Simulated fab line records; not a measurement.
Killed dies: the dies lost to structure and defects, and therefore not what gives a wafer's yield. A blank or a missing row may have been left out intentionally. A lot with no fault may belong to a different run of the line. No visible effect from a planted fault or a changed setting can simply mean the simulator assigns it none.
Split-lot study    flow n5_finfet    on a route of 1938 steps: 7 lots, 39 wafers read

== THE SPLIT ==
At N5_BEOL_M11_DESCUM_16 (chemistry O2, time 7.9 s), the setting time_s was moved away from the recipe's 7.9 s on 12 of the 39 wafers read, by -22.1% to +40.4%. All remaining wafers had this setting at the recipe value.

Between the split and the reading, the file records no step.

== THE READING ==
CAR-ArF_of_BEOL_M11_COAT_05.thk_nm (the simulator's own value, which no gauge read), in nm, at N5_BEOL_M11_ETCH_61 (etches SiARC in CF4, target depth 39 nm, time 65 s). There is no usual value for it anywhere in the file. Across the 27 wafers here that went through the recipe, the average is 55.5 nm and the standard deviation 0.21 nm.

wafer   tool, chamber at the split  time_s as run, s  against the recipe  CAR-ArF_of_BEOL_M11_COAT_05.thk_nm, nm  against lot-mates on the recipe
L074.1  rie_diel-03, 3,2            7.9               recipe              55.8                                    -
L074.3  rie_diel-03, 3,2            7.9               recipe              55.8                                    -
L074.2  rie_diel-03, 1,1,3          6.155             -22.1%              56.8                                    +1.1
L074.4  rie_diel-03, 1,1,3          6.155             -22.1%              56.8                                    +1.1
L074.5  rie_diel-03, 1,1,3          6.155             -22.1%              56.6                                    +0.9
L074.6  rie_diel-03, 2              7.9               recipe              55.6                                    -
L077.1  rie_diel-01, 0,0,3          7.9               recipe              55.6                                    -
L077.5  rie_diel-01, 0,0,3          7.9               recipe              55.6                                    -
L077.2  rie_diel-01, 2,3            7.9               recipe              55.2                                    -
L077.3  rie_diel-01, 2,3            7.9               recipe              55.4                                    -
L077.6  rie_diel-01, 0,0,3          7.9               recipe              55.4                                    -
L077.4  rie_diel-01, 2              7.9               recipe              55                                      -
L081.1  rie_diel-03, 0,3            7.9               recipe              55.4                                    -
L081.2  rie_diel-03, 2,1,2          7.9               recipe              55.4                                    -
L081.5  rie_diel-03, 2,1,2          7.9               recipe              55.4                                    -
L081.3  rie_diel-03, 0,3            7.9               recipe              55.2                                    -
L081.4  rie_diel-03, 1              7.9               recipe              55                                      -
L081.6  rie_diel-03, 2,1,2          7.9               recipe              55.6                                    -
L082.1  rie_diel-01, 1,0,2          9.526             +20.6%              54.4                                    -1.1
L082.5  rie_diel-01, 1,0,2          9.526             +20.6%              54.4                                    -1.1
L082.2  rie_diel-01, 1,0,2          9.526             +20.6%              54.6                                    -0.9
L082.3  rie_diel-01, 2,3            7.9               recipe              55.4                                    -
L082.4  rie_diel-01, 2,3            7.9               recipe              55.4                                    -
L082.6  rie_diel-01, 1              7.9               recipe              55.6                                    -
L084.1  rie_diel-03, 3              11.09             +40.4%              52.8                                    -2.6
L084.2  rie_diel-03, 0,1            11.09             +40.4%              53.2                                    -2.2
L084.4  rie_diel-03, 0,1            11.09             +40.4%              53.2                                    -2.2
L084.3  rie_diel-03, 2              7.9               recipe              55.2                                    -
L084.5  rie_diel-03, 0              7.9               recipe              55.4                                    -
L084.6  rie_diel-03, 1              7.9               recipe              55.6                                    -
L086.1  rie_diel-05, 3              7.9               recipe              55.4                                    -
L086.2  rie_diel-05, 1              7.9               recipe              55.6                                    -
L086.3  rie_diel-05, 0              7.9               recipe              55.2                                    -
L086.4  rie_diel-05, 2              9.951             +26.0%              54.4                                    -1.0
L086.5  rie_diel-05, 2              9.951             +26.0%              54.2                                    -1.2
L086.6  rie_diel-05, 3              9.951             +26.0%              54                                      -1.4
L094.2  rie_diel-01, 2,0,3          7.9               recipe              55.8                                    -
L094.3  rie_diel-01, 2,0,3          7.9               recipe              55.6                                    -
L094.6  rie_diel-01, 2,0,3          7.9               recipe              55.6                                    -
When a row names more than one chamber, that row covers several wafers, and the file does not tell which wafer ran in which chamber.

FIT RESULTS
A straight line over all 39 wafers: CAR-ArF_of_BEOL_M11_COAT_05.thk_nm changes by -0.0556 nm for each +1% of time_s; r = -0.97; the points scatter about the line by 0.22 nm.
The same after taking each lot's own level away (the mean of its wafers on the recipe; 39 wafers): -0.052 nm for each +1%; r = -0.97; scatter 0.19 nm.
According to that fit, moving time_s by its largest amount changes the reading by 2.1 nm.
The lots' own levels span 55.33 to 55.73 nm, that is 1.9 times the standard deviation above.
Consequently the slope shifts little with the lot-to-lot level, the two slopes agreeing.
Check: for one of the wafers moved furthest among these (+40.4%), held out of the fit, the line's prediction against its lot-mates is -2.01 nm. Against them it came out at -2.6 nm.

== THE WHOLE CHAIN: every reading that the file lists as answering this split, in the file's order ==
step                   what it does                                        reading                                                                              change (the file's fit)                 r (the file's)
N5_BEOL_M11_DESCUM_16  chemistry O2, time 7.9 s                            CAR-ArF_of_BEOL_M11_COAT_05.thk_nm (the simulator's own value, which no gauge read)  -0.0499 nm for each +1% of the setting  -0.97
N5_BEOL_M11_ETCH_61    etches SiARC in CF4, target depth 39 nm, time 65 s  CAR-ArF_of_BEOL_M11_COAT_05.thk_nm (the simulator's own value, which no gauge read)  -0.0523 nm for each +1% of the setting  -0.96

== THE FILE'S OWN FIT ==
CAR-ArF_of_BEOL_M11_COAT_05.thk_nm changes by -0.0523 nm for each +1% of time_s, r = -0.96.
